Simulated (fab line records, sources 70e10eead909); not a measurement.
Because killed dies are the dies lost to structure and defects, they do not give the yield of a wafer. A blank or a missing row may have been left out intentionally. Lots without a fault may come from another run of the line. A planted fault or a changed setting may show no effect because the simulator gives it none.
fab line records    flow nand_harc
[record] lots = 24  wafers = 72  last_day = 26
route steps=1159 shown A_SLIT@780 A_WL_FILL@815 A_CONTACT@858
lots with no fault: from the same line, run without faults
start_h: hours from the record's first day to the start of the lot's first wafer shown    wait_h: how many hours have passed since the lot's step before this one    " the same as in the row above    L1.1+2: one row covering several wafers at once    - no value, or no start given    * or withheld: withheld    < > ~ a bound
route shown NAME@n: NAME is a module with steps in the file, n the number in the route of the first one    usual: mean/standard deviation taken from wafers without a fault    same: alike in all rows    chamber/n: place in a boat    sites: each site's reading    _std_site: the standard deviation of these    _edge_site: inner sites' mean taken away from outer sites' mean    radius_mm: for every site, how far away it sits from the centre of the wafer    mask NAME#n: copy n    behind: the most recent tool/chamber to have shaped the wafer    hold: cause of the lot's hold/its duration in hours/its outcome    device: the transistor (n, p or np) that didn't switch    end of line: the route-end tests of the same wafers    where a step has no rows: the recipe by itself    killed: the dies lost at the first sort to structure and to defects; this is not the yield of the wafer    map: a wafer's dies, marking killed ones x, the rest . and places with no die _
set.NAME: setting as actually run; set.NAME@STEP: the setting as run at that earlier step    model.NAME: the simulator's own value behind a step, which no gauge read
one table for each step of the route and one row for each wafer, over a sample of lots
services: the hour from which a tool's chamber was out of use, counted from the record's first day as start_h (under 0 if before that day), plus the number of hours and why
[[steps]]
[step NHARC_A_SLIT_DEP_00]
[recipe] target_thk_a = 32000  temp_c = 400  material = aC
[usual] throttle_valve_pct = 35.000/0.0083
lot.wafer  tool        chamber  start_h  wait_h  throttle_valve_pct
L074.1     acl_dep-03  0        320.30   -       35.002
L074.3     "           0        "        "       35.005
L074.6     "           0        "        "       35.011
L076.1     acl_dep-01  0        321.04   -       34.981
L076.3     "           0        "        "       34.999
L076.6     "           0        "        "       34.998
L075.3     acl_dep-02  0        322.66   -       34.993
L075.4     "           0        "        "       35.000
L075.5     "           0        "        "       35.005
L078.1     acl_dep-03  0        335.25   -       35.000
L078.3     "           0        "        "       35.015
L078.5     "           0        "        "       35.009
L077.3     acl_dep-02  0        335.76   -       34.996
L077.5     "           0        "        "       34.983
L077.6     "           0        "        "       35.002
L079.2     acl_dep-03  0        340.04   -       35.004
L079.3     "           0        "        "       34.996
L079.4     "           0        "        "       34.996
L082.3     acl_dep-01  0        366.90   -       34.993
L082.5     "           0        "        "       34.990
L082.6     "           0        "        "       34.997
L080.1     acl_dep-01  0        373.51   -       35.006
L080.4     "           0        "        "       34.993
L080.5     "           0        "        "       34.998
L081.4     acl_dep-03  0        379.90   -       34.998
L081.5     "           0        "        "       34.999
L081.6     "           0        "        "       35.001
L083.1     acl_dep-02  0        380.01   -       34.993
L083.3     "           0        "        "       35.004
L083.5     "           0        "        "       35.002
L084.1     acl_dep-01  0        380.49   -       35.013
L084.3     "           0        "        "       35.012
L084.6     "           0        "        "       35.014
L086.2     acl_dep-02  0        392.14   -       35.011
L086.3     "           0        "        "       35.011
L086.4     "           0        "        "       34.996
L085.3     acl_dep-01  0        392.89   -       34.996
L085.4     "           0        "        "       34.993
L085.6     "           0        "        "       35.007
L087.1     acl_dep-03  0        392.99   -       35.000
L087.3     "           0        "        "       34.988
L087.5     "           0        "        "       35.012
L088.1     acl_dep-02  0        403.51   -       35.002
L088.2     "           0        "        "       35.000
L088.6     "           0        405.17   -       35.017
L089.1     acl_dep-01  0        404.20   -       35.007
L089.2     "           0        "        "       35.010
L089.5     "           0        "        "       34.999
L090.1     acl_dep-01  0        412.29   -       34.995
L090.3     "           0        "        "       34.999
L090.6     "           0        "        "       34.985
L091.3     acl_dep-02  0        414.21   -       35.007
L091.4     "           0        "        "       35.023
L091.5     "           0        "        "       34.995
L094.1     acl_dep-03  0        431.61   -       34.998
L094.4     "           0        "        "       35.012
L094.6     "           0        "        "       35.000
L095.1     acl_dep-01  0        441.37   -       35.000
L095.2     "           0        "        "       34.996
L095.4     "           0        "        "       34.998
L092.2     acl_dep-02  0        442.22   -       35.000
L092.3     "           0        "        "       35.003
L092.5     "           0        "        "       34.999
L093.4     acl_dep-02  0        454.04   -       34.997
L093.5     "           0        "        "       35.008
L093.6     "           0        "        "       34.996
L096.3     acl_dep-02  0        460.88   -       34.989
L096.5     "           0        "        "       35.012
L096.6     "           0        "        "       34.996
L097.1     acl_dep-02  0        474.70   -       34.989
L097.2     "           0        "        "       35.025
L097.6     "           0        476.36   -       35.002
[step NHARC_A_SLIT_DEP_23]
[recipe] target_thk_a = 1000  target_thk_nm = 100  temp_c = 400  pressure_torr = 3.5  flow_sccm = 200  rf_w = 350  material = SiON
[usual] heater_power_w = 743/67
lot.wafer  tool      chamber  start_h  wait_h  heater_power_w
L074.1     pecvd-02  1        322.30   1.7     840
L074.3     "         0        "        "       800
L074.6     "         0        "        "       643
L076.1     pecvd-04  0        323.05   1.7     733
L076.3     "         1        "        "       797
L076.6     "         2        "        "       696
L075.3     pecvd-01  2        324.04   1.0     863
L075.5     "         1        "        "       784
L075.4     "         0        "        "       764
L077.3     pecvd-04  2        337.08   1.0     749
L077.5     "         2        "        "       721
L077.6     "         0        "        "       733
L078.3     pecvd-04  0        337.29   1.1     727
L078.1     "         1        "        "       796
L078.5     "         1        "        "       808
L079.3     pecvd-04  1        341.72   1.0     660
L079.2     "         0        "        "       736
L079.4     "         0        "        "       713
L082.3     pecvd-02  0        368.24   1.0     846
L082.6     "         2        "        "       638
L082.5     "         1        "        "       759
L080.1     pecvd-04  2        375.56   1.7     750
L080.4     "         0        "        "       696
L080.5     "         2        "        "       760
L081.5     pecvd-02  0        380.98   0.4     868
L081.6     "         1        "        "       762
L081.4     "         2        "        "       681
L083.1     pecvd-02  2        381.99   1.7     722
L083.3     "         0        "        "       820
L083.5     "         0        "        "       801
L084.1     pecvd-02  1        382.51   1.7     755
L084.3     "         2        "        "       659
L084.6     "         1        "        "       768
L086.3     pecvd-02  1        393.98   1.2     664
L086.2     "         2        "        "       670
L086.4     "         1        "        "       685
L085.3     pecvd-04  0        394.52   1.3     655
L085.4     "         0        "        "       680
L085.6     "         2        "        "       669
L087.1     pecvd-04  2        395.02   1.7     713
L087.3     "         1        "        "       721
L087.5     "         0        "        "       672
L088.1     pecvd-04  2        405.60   1.8     687
L088.2     "         0        "        "       680
L088.6     "         2        "        "       694
L089.2     pecvd-02  1        406.18   1.3     734
L089.1     "         2        "        "       634
L089.5     "         2        "        "       626
L090.1     pecvd-02  0        414.26   1.6     823
L090.3     "         2        "        "       679
L090.6     "         1        "        "       741
L091.3     pecvd-02  1        415.59   1.1     744
L091.5     "         2        "        "       718
L091.4     "         1        "        "       751
L094.1     pecvd-04  2        433.70   1.8     765
L094.4     "         1        "        "       642
L094.6     "         2        "        "       778
L095.1     pecvd-01  0        443.37   1.7     887
L095.2     "         1        "        "       702
L095.4     "         0        "        "       911
L092.2     pecvd-02  2        443.89   1.3     708
L092.3     "         0        "        "       786
L092.5     "         2        "        "       713
L093.5     pecvd-02  1        455.14   0.4     756
L093.6     "         2        "        "       641
L093.4     "         0        "        "       791
L096.3     pecvd-01  1        462.24   1.0     763
L096.6     "         1        "        "       773
L096.5     "         2        "        "       943
L097.1     pecvd-02  1        476.74   1.7     749
L097.2     "         2        "        "       754
L097.6     "         1        "        "       769
[step NHARC_A_SLIT_CD_MEAS_09]
[recipe] target_cd_nm = 300  landing_energy_ev = 500
[usual] cd_nm = 300.3/0.65
lot.wafer  tool       chamber  start_h  wait_h  cd_nm
L074.1     cd_sem-02  0        322.98   -       300.8
L074.3     "          0        "        "       301.4
L074.6     "          0        "        "       301.2
L076.1     cd_sem-02  0        323.76   -       300.5
L076.3     "          0        "        "       299.8
L076.6     "          0        "        "       300.2
L075.3     cd_sem-02  0        324.69   -       300.3
L075.4     "          0        "        "       300.2
L075.5     "          0        "        "       301.0
L077.3     cd_sem-03  0        337.78   -       298.6
L077.5     "          0        "        "       300.1
L077.6     "          0        "        "       299.6
L078.1     cd_sem-03  0        337.94   -       300.1
L078.3     "          0        "        "       301.2
L078.5     "          0        "        "       300.3
L079.2     cd_sem-02  0        342.40   -       299.6
L079.3     "          0        "        "       299.1
L079.4     "          0        "        "       299.5
L082.3     cd_sem-02  0        368.77   -       299.8
L082.5     "          0        "        "       300.2
L082.6     "          0        "        "       300.1
L080.1     cd_sem-01  0        376.18   -       299.9
L080.4     "          0        "        "       300.4
L080.5     "          0        "        "       300.3
L081.4     cd_sem-01  0        381.45   -       300.4
L081.5     "          0        "        "       300.3
L081.6     "          0        "        "       300.3
L083.1     cd_sem-02  0        382.67   -       300.8
L083.3     "          0        "        "       300.4
L083.5     "          0        "        "       299.7
L084.1     cd_sem-02  0        383.16   -       300.0
L084.3     "          0        "        "       300.3
L084.6     "          0        "        "       300.9
L086.2     cd_sem-03  0        394.54   -       298.8
L086.3     "          0        "        "       299.4
L086.4     "          0        "        "       300.4
L085.3     cd_sem-02  0        395.08   -       300.3
L085.4     "          0        "        "       300.1
L085.6     "          0        "        "       300.8
L087.1     cd_sem-01  0        395.70   -       300.1
L087.3     "          0        "        "       299.4
L087.5     "          0        "        "       299.6
L088.1     cd_sem-01  0        406.16   -       300.4
L088.2     "          0        "        "       298.9
L088.6     "          0        "        "       300.2
L089.1     cd_sem-01  0        406.73   -       299.9
L089.2     "          0        "        "       300.8
L089.5     "          0        "        "       300.9
L090.1     cd_sem-03  0        414.94   -       299.6
L090.3     "          0        "        "       298.9
L090.6     "          0        "        "       300.7
L091.3     cd_sem-02  0        416.09   -       300.8
L091.4     "          0        "        "       300.8
L091.5     "          0        "        "       301.6
L094.1     cd_sem-02  0        434.32   -       299.8
L094.4     "          0        "        "       299.2
L094.6     "          0        "        "       300.2
L095.1     cd_sem-03  0        443.93   -       300.6
L095.2     "          0        "        "       300.7
L095.4     "          0        "        "       301.3
L092.2     cd_sem-02  0        444.47   -       301.4
L092.3     "          0        "        "       300.7
L092.5     "          0        "        "       301.1
L093.4     cd_sem-03  0        455.62   -       300.8
L093.5     "          0        "        "       300.8
L093.6     "          0        "        "       300.4
L096.3     cd_sem-02  0        462.90   -       301.5
L096.5     "          0        "        "       300.3
L096.6     "          0        "        "       301.0
L097.1     cd_sem-03  0        477.39   -       299.9
L097.2     "          0        "        "       301.0
L097.6     "          0        "        "       301.4
[step NHARC_A_SLIT_ETCH_17]
[recipe] bias_v = 900  source_w = withheld  pressure_mtorr = 20  ar_flow_sccm = 375  c4f8_flow_sccm = 83.3  o2_flow_sccm = 41.7  time_s = 1687.5  target_depth_a = 1.01e+05  chemistry = C4F8/O2/Ar
[usual] drypump_motor_current_A = 5.8/0.42  mfc_ar_sccm = 375.0/1.2  showerhead_plenum_p_Torr = 3.72/0.12  throttle_valve_pct = 32.047/0.0096
lot.wafer  tool         chamber  start_h  wait_h  drypump_motor_current_A  mfc_ar_sccm  rf_hours_counter_h  showerhead_plenum_p_Torr  throttle_valve_pct
L074.1     har_etch-01  1        324.17   -       5.6                      374.8        2                   3.80                      32.053
L074.3     "            1        "        "       5.6                      374.2        -                   3.80                      32.052
L074.6     "            0        "        "       5.5                      375.2        -                   3.75                      32.019
L076.1     har_etch-01  1        325.59   -       5.6                      376.2        3                   3.80                      32.045
L076.3     "            1        "        "       5.6                      375.1        -                   3.80                      32.049
L076.6     "            0        "        "       5.5                      374.3        -                   3.75                      32.030
L075.4     har_etch-02  1        326.65   -       6.7                      374.3        -                   3.84                      32.039
L075.3     "            0        "        "       5.7                      374.3        -                   3.49                      32.042
L075.5     "            1        "        "       6.7                      373.5        -                   3.84                      32.046
L077.3     har_etch-01  1        339.48   -       5.6                      376.2        -                   3.80                      32.051
L077.5     "            0        "        "       5.5                      374.5        -                   3.75                      32.055
L077.6     "            1        "        "       5.6                      374.8        -                   3.80                      32.040
L078.1     har_etch-02  0        340.13   -       5.7                      374.0        181                 3.49                      32.047
L078.3     "            1        "        "       6.6                      374.8        -                   3.84                      32.033
L078.5     "            1        "        "       6.6                      374.7        -                   3.84                      32.061
L079.2     har_etch-01  0        343.60   -       5.5                      377.7        12                  3.75                      32.051
L079.4     "            1        "        "       5.6                      374.7        -                   3.80                      32.055
L079.3     "            0        "        "       5.5                      376.3        -                   3.75                      32.041
L082.3     har_etch-01  0        370.99   -       5.5                      375.6        -                   3.74                      32.060
L082.5     "            1        "        "       5.6                      375.0        -                   3.79                      32.057
L082.6     "            0        "        "       5.5                      377.7        -                   3.74                      32.046
L080.1     har_etch-01  1        377.38   -       5.6                      372.4        22                  3.79                      32.049
L080.4     "            0        "        "       5.5                      372.7        -                   3.74                      32.052
L080.5     "            0        "        "       5.5                      374.5        -                   3.74                      32.059
L081.4     har_etch-02  0        383.14   -       5.7                      373.9        -                   3.48                      32.059
L081.5     "            1        "        "       6.6                      373.0        -                   3.83                      32.051
L081.6     "            0        "        "       5.6                      374.1        -                   3.48                      32.035
L083.1     har_etch-01  0        383.63   -       5.5                      375.9        24                  3.74                      32.057
L083.3     "            0        "        "       5.5                      374.8        -                   3.74                      32.038
L083.5     "            0        "        "       5.5                      375.1        -                   3.74                      32.059
L084.1     har_etch-02  1        384.12   -       6.6                      377.0        199                 3.83                      32.059
L084.3     "            0        "        "       5.7                      374.6        -                   3.48                      32.044
L084.6     "            1        "        "       6.6                      377.6        -                   3.83                      32.051
L086.2     har_etch-01  0        395.48   -       5.5                      374.7        26                  3.74                      32.031
L086.4     "            0        "        "       5.5                      375.0        -                   3.74                      32.028
L086.3     "            1        "        "       5.6                      375.3        -                   3.79                      32.028
L085.3     har_etch-02  0        396.53   -       5.7                      375.3        -                   3.48                      32.048
L085.4     "            1        "        "       6.6                      377.4        -                   3.83                      32.056
L085.6     "            1        "        "       6.7                      375.7        -                   3.83                      32.049
L087.1     har_etch-01  1        397.40   -       5.6                      375.1        27                  3.79                      32.053
L087.3     "            0        "        "       5.5                      373.6        -                   3.74                      32.046
L087.5     "            1        "        "       5.6                      373.8        -                   3.79                      32.056
L088.2     har_etch-02  0        407.27   -       5.7                      375.2        210                 3.47                      32.047
L088.1     "            1        "        "       6.6                      374.2        210                 3.82                      32.049
L088.6     "            0        "        "       5.7                      374.3        -                   3.47                      32.044
L089.1     har_etch-01  1        408.58   -       5.6                      374.9        36                  3.78                      32.048
L089.2     "            0        "        "       5.5                      372.8        36                  3.73                      32.052
L089.5     "            1        "        "       5.6                      375.6        -                   3.78                      32.050
L090.1     har_etch-02  1        421.46   -       6.6                      377.1        223                 3.81                      32.055
L090.3     "            1        "        "       6.6                      374.6        -                   3.81                      32.051
L090.6     "            0        "        "       5.6                      374.6        -                   3.47                      32.045
L091.3     har_etch-02  0        423.62   -       5.7                      373.3        -                   3.46                      32.053
L091.4     "            1        "        "       6.6                      375.3        -                   3.81                      32.042
L091.5     "            0        "        "       5.7                      373.9        -                   3.46                      32.041
L094.1     har_etch-01  0        438.37   -       5.5                      376.1        42                  3.73                      32.050
L094.4     "            0        "        "       5.5                      375.2        -                   3.73                      32.051
L094.6     "            1        "        "       5.6                      374.6        -                   3.78                      32.035
L095.1     har_etch-01  0        444.88   -       5.5                      373.5        43                  3.73                      32.039
L095.2     "            1        "        "       5.6                      373.9        43                  3.78                      32.043
L095.4     "            0        "        "       5.5                      374.9        -                   3.73                      32.053
L092.2     har_etch-02  1        445.67   -       6.6                      376.2        234                 3.81                      32.047
L092.3     "            1        "        "       6.6                      375.2        -                   3.81                      32.038
L092.5     "            0        "        "       5.7                      374.2        -                   3.46                      32.044
L093.4     har_etch-01  0        460.16   -       5.5                      376.6        -                   3.72                      32.042
L093.6     "            1        "        "       5.6                      376.9        -                   3.77                      32.040
L093.5     "            0        "        "       5.5                      375.3        -                   3.72                      32.050
L096.3     har_etch-01  0        464.34   -       5.5                      378.6        -                   3.72                      32.047
L096.5     "            0        "        "       5.5                      376.7        -                   3.72                      32.044
L096.6     "            1        "        "       5.6                      376.5        -                   3.77                      32.049
L097.1     har_etch-01  1        478.35   -       5.6                      373.8        57                  3.77                      32.052
L097.2     "            0        "        "       5.5                      375.4        57                  3.72                      32.036
L097.6     "            1        "        "       5.6                      374.6        -                   3.77                      32.044
[step NHARC_A_WL_FILL_ETCHBACK_05]
[recipe] target_depth_a = 220  time_s = 60  temp_c = 40  chemistry = Cl2/BCl3
[usual] drypump_motor_current_A = 5.3/0.34  oes_product_au = 0.999/0.0096
lot.wafer  tool          chamber  start_h  wait_h  drypump_motor_current_A  oes_product_au  rf_hours_counter_h
L074.1     rie_metal-03  1        339.97   0.2     4.9                      0.993           1.1
L074.3     "             1        "        "       4.9                      0.996           -
L074.6     "             0        "        "       5.5                      1.009           -
L076.1     rie_metal-02  1        343.56   0.2     5.7                      1.005           3.2
L076.3     "             1        "        "       5.8                      1.001           -
L076.6     "             1        "        "       5.7                      1.010           -
L075.3     rie_metal-02  1        346.38   0.1     5.7                      1.010           -
L075.4     "             0        "        "       5.6                      1.001           -
L075.5     "             0        "        "       5.6                      0.995           -
L077.3     rie_metal-02  1        359.30   0.2     5.8                      1.005           -
L077.5     "             1        "        "       5.8                      1.008           -
L077.6     "             0        "        "       5.6                      0.999           -
L078.1     rie_metal-01  0        359.53   0.4     4.9                      0.998           1.0
L078.3     "             0        "        "       5.0                      0.991           -
L078.5     "             0        "        "       5.0                      1.000           -
L079.2     rie_metal-03  1        362.05   0.2     4.9                      0.994           2.6
L079.3     "             1        "        "       4.9                      1.001           -
L079.4     "             0        "        "       5.5                      1.005           -
L082.3     rie_metal-03  1        389.71   0.1     4.9                      1.007           -
L082.6     "             0        "        "       5.5                      1.007           -
L082.5     "             1        "        "       4.9                      1.002           -
L080.1     rie_metal-01  0        393.66   0.2     4.9                      1.010           1.8
L080.4     "             0        "        "       5.0                      0.989           -
L080.5     "             0        "        "       4.9                      0.989           -
L081.4     rie_metal-02  1        399.46   0.2     5.8                      0.995           -
L081.6     "             1        "        "       5.8                      0.990           -
L081.5     "             0        "        "       5.5                      0.980           -
L084.1     rie_metal-03  1        399.64   0.2     4.9                      1.001           3.2
L084.3     "             1        "        "       4.9                      0.989           -
L084.6     "             0        "        "       5.5                      0.997           -
L083.1     rie_metal-03  0        402.46   0.2     5.5                      1.000           3.4
L083.3     "             0        "        "       5.5                      0.990           -
L083.5     "             0        "        "       5.5                      0.993           -
L086.2     rie_metal-02  0        415.47   0.2     5.5                      0.994           0.5
L086.3     "             0        "        "       5.6                      0.989           -
L086.4     "             1        "        "       5.8                      1.000           -
L085.3     rie_metal-03  0        415.88   0.2     5.5                      1.007           -
L085.4     "             1        "        "       4.9                      0.995           -
L085.6     "             0        "        "       5.5                      1.010           -
L087.1     rie_metal-01  0        418.32   0.2     5.0                      0.993           2.4
L087.3     "             0        "        "       5.0                      0.993           -
L087.5     "             0        "        "       5.0                      0.996           -
L088.1     rie_metal-02  0        426.38   0.2     5.5                      0.981           1.0
L088.2     "             1        "        "       5.8                      0.988           1.0
L088.6     "             1        "        "       5.8                      0.999           -
L089.2     rie_metal-03  0        428.62   0.2     5.5                      1.006           4.2
L089.1     "             1        "        "       4.9                      0.997           4.2
L089.5     "             0        "        "       5.5                      1.002           -
L091.3     rie_metal-02  0        440.19   0.2     5.6                      0.980           -
L091.4     "             1        "        "       5.7                      1.002           -
L091.5     "             1        "        "       5.7                      1.000           -
L090.1     rie_metal-03  1        443.47   0.2     4.9                      0.999           4.7
L090.3     "             0        "        "       5.5                      1.009           -
L090.6     "             0        "        "       5.5                      0.998           -
L094.1     rie_metal-01  1        452.97   0.2     5.1                      1.028           2.9
L094.4     "             1        "        "       5.1                      1.026           -
L094.6     "             1        "        "       5.1                      1.020           -
L092.2     rie_metal-01  0        459.86   0.2     4.9                      1.006           3.8
L092.3     "             1        "        "       5.1                      1.011           -
L092.5     "             0        "        "       5.0                      1.008           -
L095.2     rie_metal-02  0        459.92   0.2     5.5                      0.999           1.9
L095.1     "             1        "        "       5.7                      1.012           1.9
L095.4     "             1        "        "       5.7                      1.003           -
L093.4     rie_metal-03  0        478.71   0.1     5.5                      0.997           -
L093.5     "             1        "        "       4.9                      0.966           -
L093.6     "             0        "        "       5.6                      0.994           -
L096.3     rie_metal-01  1        479.01   0.2     5.1                      1.007           -
L096.5     "             1        "        "       5.1                      1.010           -
L096.6     "             0        "        "       5.0                      1.005           -
L097.1     rie_metal-02  0        494.45   0.2     5.5                      0.991           2.3
L097.2     "             1        "        "       5.8                      1.003           2.3
L097.6     "             1        "        "       5.7                      1.007           -
[step NHARC_A_CONTACT_ETCH_48]
[recipe] target_depth_a = 390  over_etch_frac = 0.3  time_s = 65  ion_energy_ev = 80  cf4_flow_sccm = 150  ar_flow_sccm = 0  rf_w = 300  bias_w = 100  chemistry = CF4
[usual] cf4_flow_sccm = 150.0/0.43  drypump_motor_current_A = 5.7/0.55  mfc_ar_sccm = 0.008/0.01  oes_product_au = 1.005/0.014  rf_vpp_V = 151.4/1.1  showerhead_plenum_p_Torr = 1.78/0.065  throttle_valve_pct = 13.283/0.0096
lot.wafer  tool         chamber  start_h  wait_h  cf4_flow_sccm  drypump_motor_current_A  mfc_ar_sccm  oes_product_au  rf_hours_counter_h  rf_vpp_V  showerhead_plenum_p_Torr  throttle_valve_pct
L076.1     rie_diel-13  3        371.32   0.1     150.5          6.2                      0.011        1.003           14                  151.6     1.83                      13.290
L076.3     "            0        "        "       149.7          5.6                      0.005        1.003           15                  151.2     1.77                      13.296
L076.6     "            3        "        "       150.0          6.2                      0.011        1.005           -                   152.0     1.83                      13.268
L074.3     rie_diel-07  2        373.10   0.3     149.8          5.9                      0.003        1.014           47                  151.5     1.84                      13.293
L074.1     "            1        "        "       150.2          4.7                      0            1.004           53                  151.3     1.71                      13.295
L074.6     "            1        "        "       150.4          4.7                      0            1.009           -                   150.6     1.71                      13.278
L075.3     rie_diel-11  2        377.69   1.5     150.0          5.5                      0            1.010           1                   152.5     1.91                      13.273
L075.4     "            3        "        "       150.1          6.6                      0            1.019           1                   152.3     1.80                      13.268
L075.5     "            0        "        "       149.8          5.8                      0.019        1.002           -                   149.8     1.78                      13.266
L078.3     rie_diel-13  3        385.82   0.2     148.9          6.2                      0.011        1.013           18                  152.2     1.83                      13.281
L078.1     "            0        "        "       149.9          5.6                      0.005        1.002           19                  150.8     1.77                      13.286
L078.5     "            2        "        "       149.7          6.0                      0            1.014           -                   150.4     1.68                      13.280
L079.4     rie_diel-11  1        388.77   0.1     150.5          5.5                      0            0.978           7                   152.0     1.83                      13.278
L079.3     "            2        "        "       150.2          5.5                      0            1.005           6                   151.8     1.91                      13.296
L079.2     "            3        "        "       150.2          6.6                      0            1.012           6                   151.5     1.80                      13.289
L077.3     rie_diel-07  0        389.91   0.1     149.3          6.7                      0.011        1.013           60                  150.9     1.70                      13.284
L077.5     "            0        "        "       149.6          6.7                      0.011        1.006           -                   150.2     1.70                      13.297
L077.6     "            2        "        "       150.0          5.9                      0.003        1.024           -                   150.9     1.84                      13.276
L080.1     rie_diel-13  1        417.36   0.1     149.3          5.2                      0.020        1.012           25                  152.5     1.79                      13.273
L080.4     "            3        "        "       149.7          6.2                      0.011        1.012           24                  151.7     1.83                      13.299
L080.5     "            0        "        "       149.6          5.6                      0.005        1.004           -                   149.8     1.77                      13.279
L082.3     rie_diel-13  0        418.75   0.1     150.0          5.6                      0.005        0.990           26                  152.4     1.77                      13.282
L082.5     "            1        "        "       149.9          5.2                      0.020        1.011           -                   151.8     1.79                      13.289
L082.6     "            2        "        "       150.1          6.1                      0            1.015           -                   148.8     1.68                      13.293
L084.1     rie_diel-13  1        426.74   0.1     150.6          5.2                      0.020        1.020           27                  152.1     1.79                      13.278
L084.3     "            3        "        "       150.0          6.2                      0.011        1.005           26                  150.9     1.83                      13.291
L084.6     "            1        "        "       150.0          5.2                      0.020        1.020           -                   151.7     1.79                      13.281
L083.3     rie_diel-13  3        428.38   0.1     150.3          6.2                      0.011        0.999           26                  153.3     1.83                      13.288
L083.1     "            1        "        "       150.2          5.2                      0.020        1.016           28                  152.0     1.79                      13.281
L083.5     "            0        "        "       149.9          5.5                      0.005        0.993           -                   152.2     1.77                      13.288
L081.4     rie_diel-07  2        430.53   0.1     150.9          5.9                      0.003        1.002           4                   153.2     1.83                      13.275
L081.6     "            0        "        "       150.2          6.7                      0.011        1.024           -                   150.6     1.70                      13.284
L081.5     "            1        "        "       150.5          4.7                      0            0.989           -                   151.7     1.71                      13.281
L087.3     rie_diel-11  1        441.54   0.1     149.6          5.5                      0            0.989           28                  152.8     1.83                      13.274
L087.1     "            2        "        "       150.3          5.5                      0            1.015           27                  153.0     1.90                      13.270
L087.5     "            0        "        "       149.5          5.8                      0.019        1.018           -                   151.9     1.77                      13.294
L085.4     rie_diel-07  1        441.75   0.1     150.6          4.8                      0            0.983           7                   149.9     1.71                      13.277
L085.3     "            0        "        "       149.9          6.7                      0.011        1.021           7                   150.5     1.69                      13.267
L085.6     "            1        "        "       150.0          4.8                      0            0.983           -                   150.7     1.71                      13.299
L086.4     rie_diel-11  1        446.48   0.1     149.8          5.5                      0            0.994           29                  151.2     1.83                      13.262
L086.3     "            2        "        "       150.1          5.5                      0            1.003           28                  153.7     1.90                      13.285
L086.2     "            0        "        "       149.7          5.8                      0.019        1.015           29                  150.8     1.77                      13.289
L089.2     rie_diel-07  3        452.19   0.1     150.4          5.6                      0.035        1.004           9                   151.7     1.88                      13.294
L089.1     "            1        "        "       149.0          4.7                      0            0.973           10                  151.0     1.71                      13.271
L089.5     "            1        "        "       149.3          4.7                      0            0.977           -                   150.9     1.71                      13.316
L088.1     rie_diel-11  2        452.52   0.1     150.1          5.5                      0            1.000           29                  151.9     1.90                      13.283
L088.2     "            3        "        "       149.9          6.6                      0            1.014           29                  151.0     1.80                      13.282
L088.6     "            1        "        "       149.8          5.5                      0            0.970           -                   152.8     1.83                      13.292
L090.3     rie_diel-13  0        468.91   0.3     150.4          5.6                      0.005        0.998           2                   151.6     1.76                      13.287
L090.1     "            2        "        "       150.4          6.0                      0            1.012           2                   150.2     1.68                      13.276
L090.6     "            1        "        "       150.2          5.2                      0.020        1.028           -                   152.0     1.79                      13.283
L091.4     rie_diel-13  2        470.71   0.1     150.0          6.0                      0            1.024           2                   148.7     1.68                      13.295
L091.3     "            0        "        "       149.7          5.6                      0.005        0.996           2                   151.3     1.76                      13.286
L091.5     "            1        "        "       149.4          5.2                      0.020        1.040           -                   151.6     1.79                      13.271
L094.1     rie_diel-11  2        479.90   0.1     150.4          5.5                      0            1.017           43                  152.2     1.90                      13.279
L094.4     "            1        "        "       149.6          5.5                      0            0.979           45                  151.6     1.82                      13.284
L094.6     "            3        "        "       149.7          6.6                      0            1.001           -                   152.4     1.79                      13.296
L095.2     rie_diel-13  0        493.87   0.1     149.6          5.6                      0.005        0.982           6                   152.3     1.76                      13.260
L095.4     "            1        "        "       150.3          5.2                      0.020        1.021           5                   151.6     1.79                      13.286
L095.1     "            2        "        "       149.7          6.0                      0            1.011           6                   148.5     1.68                      13.280
L092.3     rie_diel-07  3        497.87   0.1     150.0          5.5                      0.035        1.018           27                  152.2     1.87                      13.269
L092.2     "            0        "        "       150.2          6.7                      0.011        1.020           26                  150.0     1.69                      13.268
L092.5     "            3        "        "       150.5          5.5                      0.035        1.020           -                   151.8     1.87                      13.280
L093.4     rie_diel-07  0        504.05   0.1     150.2          6.7                      0.011        1.013           29                  151.8     1.69                      13.292
L093.6     "            1        "        "       149.4          4.7                      0            0.980           -                   151.4     1.70                      13.299
L093.5     "            2        "        "       150.1          6.0                      0.003        1.002           -                   151.8     1.83                      13.287
L096.3     rie_diel-07  0        513.50   0.2     149.9          6.7                      0.011        1.013           31                  150.9     1.69                      13.286
L096.6     "            0        "        "       150.4          6.7                      0.011        1.013           -                   150.3     1.69                      13.282
L096.5     "            1        "        "       149.7          4.8                      0            0.977           -                   151.0     1.70                      13.274
L097.1     rie_diel-13  0        520.03   0.1     150.1          5.6                      0.005        0.980           9                   152.9     1.76                      13.261
L097.2     "            2        "        "       150.6          6.0                      0            1.005           10                  149.8     1.68                      13.301
L097.6     "            3        "        "       149.8          6.2                      0.011        1.014           -                   152.7     1.82                      13.286
[[services]]
tool          chamber  start_h  hours  kind
rie_metal-02  -        297.34   1.0    repair
pecvd-04      -        300.75   2.5    repair
har_etch-01   -        305.26   17.0   pm
pecvd-02      -        334.47   13.0   pm
acl_dep-02    -        348.71   13.0   pm
rie_diel-13   2        353.43   10.8   repair
rie_diel-13   3        363.34   4.3    repair
rie_diel-07   3        371.03   30.2   repair
pecvd-04      -        376.00   13.0   pm
rie_metal-02  -        388.12   9.0    pm
rie_metal-03  -        398.09   0.3    repair
rie_diel-07   -        405.26   9.0    pm
har_etch-01   -        411.59   15.1   repair
har_etch-01   -        431.70   2.3    repair
rie_diel-07   2        443.45   30.7   repair
pecvd-04      1        448.79   4.4    repair
rie_diel-07   0        448.96   4.0    repair
rie_diel-13   -        453.00   9.0    pm
rie_metal-03  -        453.00   9.0    pm
pecvd-04      0        454.77   5.1    repair
acl_dep-01    -        475.99   13.0   pm
rie_metal-02  0        510.62   3.2    repair
pecvd-02      -        515.66   13.0   pm
rie_diel-13   0        516.32   3.3    repair
[[key]]
fault none
